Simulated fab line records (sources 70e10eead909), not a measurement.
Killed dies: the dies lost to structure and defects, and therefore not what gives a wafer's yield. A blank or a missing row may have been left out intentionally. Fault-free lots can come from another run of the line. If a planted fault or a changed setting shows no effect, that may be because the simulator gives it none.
Code-filled problem report in 8D (eight disciplines) form / flow nand harc / the parts of the form that need people (team, actions taken, sign-off) are left out

== 1. PROBLEM STATEMENT ==
Wafers without a fault read 0.98 a.u., standard deviation 0.033; oes product au at NHARC_A_SGD_CUT_ETCHBACK_24 reads a mean of 0.79 a.u. on 3 wafers belonging to 2 lots. That puts it -5.7 standard deviations away from the usual mean.
The step: etches the open film in CH3F/O2, target depth 50 nm, time 92.857 s.
First observed at day 16 15:46: wafer L895.6, on rie diel-10. The record has a number at this step for 42 wafers belonging to 14 lots. Rule for "out" (also "out of limits"): further than 4 standard deviations from the usual mean. The other wafers with a number count as sound.

== 2. WHAT IT IS, WHAT IT ISN'T ==
question=which readings at this step | is=oes product au | is not=drypump motor current A, rf vpp V, showerhead plenum p Torr, throttle valve pct
question=which lots | is=L895, L898 | is not=L885, L886, L887, L889, L890, L891, L900, L903, L905, L906, L907, L908
question=which wafers of those lots | is=L895.6, L898.3, L898.4 | is not=L895.1, L895.5, L898.5
question=read on which tools | is=rie diel-10 | is not=rie diel-08, rie diel-09
question=when | is=from day 16 15:46 | is not=up to then (20 sound wafers); but 19 sound wafers of L898, L900, L903, L905, L906, L907, L908 came after

== 3. WHAT RULES OUT EACH SUSPECT ==
Counting: if a tool at a process step up to the reading ran every lot that is out, it stays a suspect. Sound lots after the first of them don't rule it out here, since some wafers of a struck lot are sound.
- pecvd-03 at NHARC_A_SGD_CUT_DEP_00 (deposits SiNx, target thk 50 nm): kept. Ran every lot that is out, first one L895 (day 16 10:45); last sound lot up to then L891 (day 14 17:18).
- rie diel-10 at NHARC_A_SGD_CUT_ETCHBACK_24 (etches the open film in CH3F/O2, target depth 50 nm, time 92.857 s): kept. Ran every lot that is out, first one L895 (day 16 15:46); last sound lot up to then L887 (day 14 20:48). Its own readings are out on those wafers: oes product au.
- In rie diel-10 at NHARC_A_SGD_CUT_ETCHBACK_24, the wafers that are out were processed in chamber 0 and their sound lot-mates in chambers 1, 2, 3.
After counting, pecvd-03 at NHARC_A_SGD_CUT_DEP_00 and rie diel-10 at NHARC_A_SGD_CUT_ETCHBACK_24 remain.

== 4. THE CAUSE (what the simulator had put in) ==
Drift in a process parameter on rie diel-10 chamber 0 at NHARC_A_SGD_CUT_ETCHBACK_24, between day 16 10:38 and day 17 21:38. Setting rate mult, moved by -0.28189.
2 suspects survive the count, and this tool is in that group.

== 5. THE CHAIN OF EFFECTS, in route order ==
Each row: a reading whose mean over the struck wafers that have a number lies more than 3 standard deviations from the usual. Only readings whose record carries a usual standard deviation are examined. hours: median over the lots of the time between each lot's start at the first step of this table that gives one and its start at this step. sigmas: the change, counted in usual standard deviations.
hours=0; step=NHARC_A_SGD_CUT_ETCHBACK_24; reading=oes product au; usual=0.98 a.u.; on struck wafers=0.79; change=-0.19; sigmas=-5.7
It contains these process steps:
- NHARC_A_SGD_CUT_ETCHBACK_24: etches the open film in CH3F/O2, target depth 50 nm, time 92.857 s.

== 6. WHAT WOULD HAVE CAUGHT IT SOONER ==
In this record no reading fell out of limits until day 16 15:46, 5 hours after the fault had begun at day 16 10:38.
